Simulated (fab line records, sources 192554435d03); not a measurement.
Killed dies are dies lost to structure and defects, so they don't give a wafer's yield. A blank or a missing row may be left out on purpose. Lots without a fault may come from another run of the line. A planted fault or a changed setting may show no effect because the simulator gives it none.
fab line records | flow n5_finfet
record lots=7 wafers=39
route steps=1938 shown BEOL_M13@1696 MIM_BOT_ETCH@1868
start_h: hours from the record's first day to the start of the lot's first wafer shown | wait_h: hours since the lot's step before | " the same as in the row above | L1.1+2: a row that stands for several wafers | - no value, or no start given | * or withheld: withheld | < > ~ a bound
route shown NAME@n: a module of which the file shows steps, and the number in the route of the first | usual: mean/standard deviation of fault-free wafers | same: alike in all rows | chamber/n: place in a boat | sites: the reading at each site | _std_site: their standard deviation | _edge_site: outer sites' mean less inner sites' | radius_mm: how far each site lies from the wafer's centre | mask NAME#n: copy n | behind: the tool/chamber that last shaped the wafer | hold: why the lot was held/for how many hours/how that ended | device: the transistor (n, p or np) that didn't switch | end of line: the same wafers' tests at the end of the route | a step without rows: its recipe alone | killed: dies lost to structure and defects at the first sort, not the wafer's yield | map: a wafer's dies, x killed, . not, _ none there
set.NAME: the setting as run; set.NAME@STEP: as run at that earlier step | model.NAME: the simulator's own value behind a step, which no gauge read
lots whose settings were changed on purpose; a table a step, a row a wafer
## steps
# step N5_BEOL_M13_TRENCH_ETCH_34
# recipe chemistry=C4F8/O2/Ar target=SiOC target_depth_a=4134.7 mask_material=SOC pressure_mtorr=30 source_w=3000 bias_w=700 Ar_flow_sccm=400 C4F8_flow_sccm=15 O2_flow_sccm=8 he_inner_torr=15 he_outer_torr=30 time_s=162.6 ion_energy_ev=250
# columns lot.wafer tool chamber start_h wait_h set.time_s model.etch.depth_nm
L076.1 rie_diel-05 2 231.95 0.0 162.6 412.9
L076.3 " 0 " " 162.6 416
L076.4 " 3 " " 162.6 414.9
L081.1 rie_diel-01 2 269.48 0.0 201.9 514.5
L081.2 " 1 " " 201.9 510.4
L081.3 " 3 " " 162.6 396.7
L081.4 " 0 " " 162.6 409.2
L081.5 " 0 " " 162.6 409.8
L081.6 " 1 " " 201.9 509.6
L084.1 rie_diel-03 1 278.53 0.0 86.08 222.6
L084.2 " 2 " " 162.6 412.3
L084.3 " 3 " " 162.6 417.2
L084.4 " 0 " " 86.08 215.1
L084.5 " 1 " " 162.6 416.2
L084.6 " 2 " " 86.08 219.4
L086.1 rie_diel-01 2 296.45 0.0 162.6 417.3
L086.2 " 1 " " 120 302.9
L086.3 " 3 " " 120 295.8
L086.4 " 0 " " 162.6 415.6
L086.5 " 3 " " 162.6 395.9
L086.6 " 0 " " 120 306.5
L087.1 rie_diel-03 1 300.53 0.0 162.6 411.3
L087.2 " 0 " " 162.6 404.9
L087.3 " 2 " " 254.9 643.9
L087.4 " 3 " " 254.9 654.9
L087.5 " 1 " " 254.9 646.3
L087.6 " 0 " " 162.6 408.8
L090.1 rie_diel-05 1 310.80 0.0 162.6 409.8
L090.2 " 0 " " 162.6 405.6
L090.3 " 2 " " 162.6 410.3
L090.4 " 2 " " 162.6 409.5
L090.5 " 0 " " 162.6 405.3
L090.6 " 1 " " 162.6 406.7
L096.1 rie_diel-01 1 357.00 0.0 162.6 407
L096.2 " 3 " " 188.6 484.7
L096.3 " 2 " " 162.6 408
L096.4 " 0 " " 188.6 474.7
L096.5 " 1 " " 188.6 473
L096.6 " 2 " " 162.6 411.7
# step N5_BEOL_M13_STRIP_70
# recipe chemistry=C4F8/O2/Ar resist=SiARC rf_frequency_hz=6e+07
# step N5_BEOL_M13_OCD_MEAS_35
# usual trench_depth_nm=411/5.3
# columns lot.wafer tool chamber start_h wait_h set.time_s@BEOL_M13_TRENCH_ETCH_34 trench_depth_nm
L076.1 ocd-01 - 232.12 0.0 162.6 413
L076.3 " - " " 162.6 416
L076.4 " - " " 162.6 415
L081.1 ocd-02 - 269.66 0.0 201.9 515
L081.2 " - " " 201.9 511
L081.3 " - " " 162.6 397
L081.4 " - " " 162.6 409
L081.5 " - " " 162.6 410
L081.6 " - " " 201.9 510
L084.1 ocd-01 - 278.70 0.0 86.08 222
L084.2 " - " " 162.6 412
L084.3 " - " " 162.6 417
L084.4 " - " " 86.08 215
L084.5 " - " " 162.6 417
L084.6 " - " " 86.08 220
L086.1 ocd-02 - 296.62 0.0 162.6 417
L086.2 " - " " 120 302
L086.3 " - " " 120 296
L086.4 " - " " 162.6 415
L086.5 " - " " 162.6 396
L086.6 " - " " 120 307
L087.1 ocd-01 - 300.71 0.0 162.6 412
L087.2 " - " " 162.6 405
L087.3 " - " " 254.9 644
L087.4 " - " " 254.9 656
L087.5 " - " " 254.9 646
L087.6 " - " " 162.6 409
L090.1 ocd-02 - 310.99 0.0 162.6 411
L090.2 " - " " 162.6 405
L090.3 " - " " 162.6 410
L090.4 " - " " 162.6 409
L090.5 " - " " 162.6 405
L090.6 " - " " 162.6 407
L096.1 ocd-01 - 357.18 0.0 162.6 407
L096.2 " - " " 188.6 485
L096.3 " - " " 162.6 408
L096.4 " - " " 188.6 474
L096.5 " - " " 188.6 473
L096.6 " - " " 162.6 412
# step N5_BEOL_M13_STRIP_37
# recipe chemistry=N2/H2 power_w=1000 temp_c=250 h2_frac=0.65 overash_fraction=0.3 pressure_mtorr=withheld n2_flow_sccm=1750 h2_flow_sccm=3250
# step N5_BEOL_M13_ETCH_38
# recipe chemistry=CF4/N2 target=SiCN target_depth_a=675 taper_deg=2 time_s=71.9 ion_energy_ev=150 mask_material=SiO2 pressure_mtorr=40 source_w=430 bias_w=70 Ar_flow_sccm=100 cf4_flow_sccm=60 n2_flow_sccm=60
# step N5_BEOL_M13_ECD_47
# recipe material=Cu target_thk_a=9360
# step N5_BEOL_M13_ANNEAL_48
# recipe temp_c=225 time_s=90 ambient=N2
# step N5_BEOL_M13_CMP_49
# recipe stop_on=SiOC t_overpolish_s=17.1 down_force_psi=1 platen_rpm=50 clearing_platen_down_force_psi=1.5 clearing_platen_rpm=50 post_cmp_clean=cu_alkaline target_thk_nm=420 clearing_platen_pad_velocity_m_s=0.99484 pad_velocity_m_s=0.99484
# columns lot.wafer tool chamber start_h wait_h set.time_s@BEOL_M13_TRENCH_ETCH_34 model.Cu_of_BEOL_M13_ECD_47.thk_nm
L076.4 cmp-04 3 233.97 0.1 162.6 419
L076.1 " 0 " " 162.6 417.2
L076.3 " 1 " " 162.6 420.2
L081.2 cmp-04 1 271.46 0.2 201.9 517.2
L081.1 " 2 " " 201.9 521.8
L081.4 " 3 " " 162.6 417
L081.3 " 0 " " 162.6 403.8
L081.6 " 1 " " 201.9 516.2
L081.5 " 2 " " 162.6 416.4
L084.2 cmp-04 2 281.01 0.2 162.6 419.4
L084.3 " 3 " " 162.6 423.8
L084.4 " 0 " " 86.08 220.8
L084.1 " 1 " " 86.08 229.6
L084.6 " 2 " " 86.08 225.8
L084.5 " 3 " " 162.6 422.2
L086.2 cmp-02 3 299.24 0.2 120 311
L086.4 " 0 " " 162.6 421
L086.3 " 1 " " 120 300.8
L086.1 " 2 " " 162.6 423.2
L086.5 " 3 " " 162.6 403
L086.6 " 0 " " 120 312
L087.4 cmp-04 2 302.03 0.1 254.9 660.8
L087.1 " 3 " " 162.6 416.8
L087.2 " 0 " " 162.6 410.8
L087.3 " 1 " " 254.9 648.6
L087.5 " 2 " " 254.9 652.4
L087.6 " 3 " " 162.6 412.4
L090.4 cmp-04 2 313.64 0.1 162.6 415.8
L090.2 " 3 " " 162.6 409.2
L090.1 " 0 " " 162.6 414
L090.3 " 1 " " 162.6 415.4
L090.6 " 2 " " 162.6 411.6
L090.5 " 3 " " 162.6 408.8
L096.2 cmp-01 2 360.38 0.2 188.6 492
L096.3 " 3 " " 162.6 415.2
L096.4 " 0 " " 188.6 479.8
L096.1 " 1 " " 162.6 412.2
L096.5 " 2 " " 188.6 481
L096.6 " 3 " " 162.6 418.6
# step N5_BEOL_M13_THK_MEAS_50
# recipe thk_meas_gauge=xrf reads=Cu_of_BEOL_M13_ECD_47
# usual M13_THK=421/5.8
# columns lot.wafer tool chamber start_h wait_h set.time_s@BEOL_M13_TRENCH_ETCH_34 M13_THK[nm]
L076.1 film_metro-02 - 234.27 - 162.6 422
L076.3 " - " " 162.6 429
L076.4 " - " " 162.6 427
L081.1 film_metro-01 - 271.75 - 201.9 527
L081.2 " - " " 201.9 523
L081.3 " - " " 162.6 409
L081.4 " - " " 162.6 420
L081.5 " - " " 162.6 419
L081.6 " - " " 201.9 521
L084.1 film_metro-01 - 281.30 - 86.08 232
L084.2 " - " " 162.6 424
L084.3 " - " " 162.6 427
L084.4 " - " " 86.08 223
L084.5 " - " " 162.6 424
L084.6 " - " " 86.08 227
L086.1 film_metro-01 - 299.54 - 162.6 425
L086.2 " - " " 120 312
L086.3 " - " " 120 302
L086.4 " - " " 162.6 424
L086.5 " - " " 162.6 404
L086.6 " - " " 120 316
L087.1 film_metro-02 - 302.32 - 162.6 423
L087.2 " - " " 162.6 415
L087.3 " - " " 254.9 665
L087.4 " - " " 254.9 677
L087.5 " - " " 254.9 662
L087.6 " - " " 162.6 421
L090.1 film_metro-02 - 313.93 - 162.6 419
L090.2 " - " " 162.6 415
L090.3 " - " " 162.6 419
L090.4 " - " " 162.6 418
L090.5 " - " " 162.6 414
L090.6 " - " " 162.6 418
L096.1 film_metro-01 - 360.68 - 162.6 417
L096.2 " - " " 188.6 497
L096.3 " - " " 162.6 418
L096.4 " - " " 188.6 487
L096.5 " - " " 188.6 486
L096.6 " - " " 162.6 422
# step N5_BEOL_M13_PRE_CLEAN_52
# recipe gas=NH3 time_s=15 temp_c=withheld rf_power_w=300
# step N5_BEOL_M13_DEP_53
# recipe material=SiCN target_thk_a=500 temp_c=withheld precursor=3MS/NH3 pressure_torr=3 rf_w=675 time_s=17.8
# step N5_BEOL_M13_RS_MEAS_54
# recipe thk_meas_gauge=four-point-probe reads=Cu_of_BEOL_M13_ECD_47+Ta_of_BEOL_M13_SPUTTER_44+TaN_of_BEOL_M13_SPUTTER_43
# usual M13_RS=0.0454/0.00063
# columns lot.wafer tool chamber start_h wait_h set.time_s@BEOL_M13_TRENCH_ETCH_34 M13_RS[ohm/sq]
L076.1 film_metro-01 - 234.40 0.0 162.6 0.0453
L076.3 " - " " 162.6 0.0449
L076.4 " - " " 162.6 0.0451
L081.1 film_metro-02 - 271.91 0.1 201.9 0.0360
L081.2 " - " " 201.9 0.0364
L081.3 " - " " 162.6 0.0470
L081.4 " - " " 162.6 0.0453
L081.5 " - " " 162.6 0.0455
L081.6 " - " " 201.9 0.0365
L084.1 film_metro-01 - 281.43 0.0 86.08 0.0846
L084.2 " - " " 162.6 0.0451
L084.3 " - " " 162.6 0.0446
L084.4 " - " " 86.08 0.0883
L084.5 " - " " 162.6 0.0448
L084.6 " - " " 86.08 0.0862
L086.1 film_metro-01 - 299.67 0.0 162.6 0.0446
L086.2 " - " " 120 0.0615
L086.3 " - " " 120 0.0638
L086.4 " - " " 162.6 0.0448
L086.5 " - " " 162.6 0.0469
L086.6 " - " " 120 0.0611
L087.1 film_metro-02 - 302.45 0.0 162.6 0.0454
L087.2 " - " " 162.6 0.0459
L087.3 " - " " 254.9 0.0288
L087.4 " - " " 254.9 0.0282
L087.5 " - " " 254.9 0.0287
L087.6 " - " " 162.6 0.0458
L090.1 film_metro-01 - 314.06 0.0 162.6 0.0456
L090.2 " - " " 162.6 0.0461
L090.3 " - " " 162.6 0.0454
L090.4 " - " " 162.6 0.0454
L090.5 " - " " 162.6 0.0462
L090.6 " - " " 162.6 0.0459
L096.1 film_metro-01 - 360.81 0.0 162.6 0.0459
L096.2 " - " " 188.6 0.0382
L096.3 " - " " 162.6 0.0455
L096.4 " - " " 188.6 0.0392
L096.5 " - " " 188.6 0.0391
L096.6 " - " " 162.6 0.0451
# step N5_MIM_BOT_ETCH_ETCH_00
# recipe chemistry=Cl2/BCl3 target=TiN target_depth_a=455 ion_energy_ev=150 pressure_mtorr=10 icp_w=1000 bias_w=126 Cl2_flow_sccm=53.25 bcl3_flow_sccm=21.75 Ar_flow_sccm=25
# columns lot.wafer tool chamber start_h wait_h set.target_depth_a model.etch.depth_nm
L076.1 rie_metal-03 0 247.79 0.1 455 46.01
L076.3 " 1 " " 455 46
L076.4 " 0 " " 455 46.1
L081.1 rie_metal-03 0 287.86 0.1 581.6 58.85
L081.2 " 1 " " 455 46.06
L081.3 " 1 " " 455 45.92
L081.4 " 0 " " 581.6 58.87
L081.5 " 0 " " 581.6 59.22
L081.6 " 1 " " 455 46.08
L084.1 rie_metal-03 1 295.88 0.1 455 45.58
L084.2 " 0 " " 455 46.25
L084.3 " 1 " " 648 65.43
L084.4 " 0 " " 648 66.19
L084.5 " 1 " " 648 65.3
L084.6 " 0 " " 455 46.23
L086.1 rie_metal-01 1 316.24 0.1 455 44.74
L086.2 " 0 " " 455 44.56
L086.3 " 0 " " 455 45.09
L086.4 " 1 " " 659.4 65.16
L086.5 " 1 " " 659.4 64.29
L086.6 " 0 " " 659.4 64.7
L087.1 rie_metal-03 0 317.55 0.1 455 46.54
L087.2 " 1 " " 455 46.43
L087.3 " 1 " " 455 46.68
L087.4 " 0 " " 455 46.33
L087.5 " 1 " " 455 46.2
L087.6 " 0 " " 455 46.14
L090.1 rie_metal-02 1 334.00 0.1 455 45.38
L090.2 " 1 " " 455 45.76
L090.3 " 1 " " 455 45.48
L090.4 " 1 " " 455 45.23
L090.5 " 1 " " 455 45.65
L090.6 " 1 " " 455 45.14
L096.1 rie_metal-01 0 379.35 0.1 613.7 60.98
L096.2 " 1 " " 613.7 60.75
L096.3 " 1 " " 455 45.26
L096.4 " 0 " " 455 45.18
L096.5 " 0 " " 455 45.3
L096.6 " 1 " " 613.7 60.74
## key
split step=N5_BEOL_M13_TRENCH_ETCH_34 setting=time_s stated=162.6 by=wafer
response step=N5_BEOL_M13_TRENCH_ETCH_34 reading=model.etch.depth_nm change=+4.21 per=1% r=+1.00
response step=N5_BEOL_M13_OCD_MEAS_35 reading=trench_depth_nm change=+4.21 per=1% r=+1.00
response step=N5_BEOL_M13_CMP_49 reading=model.Cu_of_BEOL_M13_ECD_47.thk_nm change=+4.22 per=1% r=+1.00
response step=N5_BEOL_M13_THK_MEAS_50 reading=M13_THK change=+4.31 per=1% r=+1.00
response step=N5_BEOL_M13_RS_MEAS_54 reading=M13_RS change=-0.000532 per=1% r=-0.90
split step=N5_MIM_BOT_ETCH_ETCH_00 setting=target_depth_a stated=455 by=wafer
response step=N5_MIM_BOT_ETCH_ETCH_00 reading=model.etch.depth_nm change=+0.453 per=1% r=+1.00
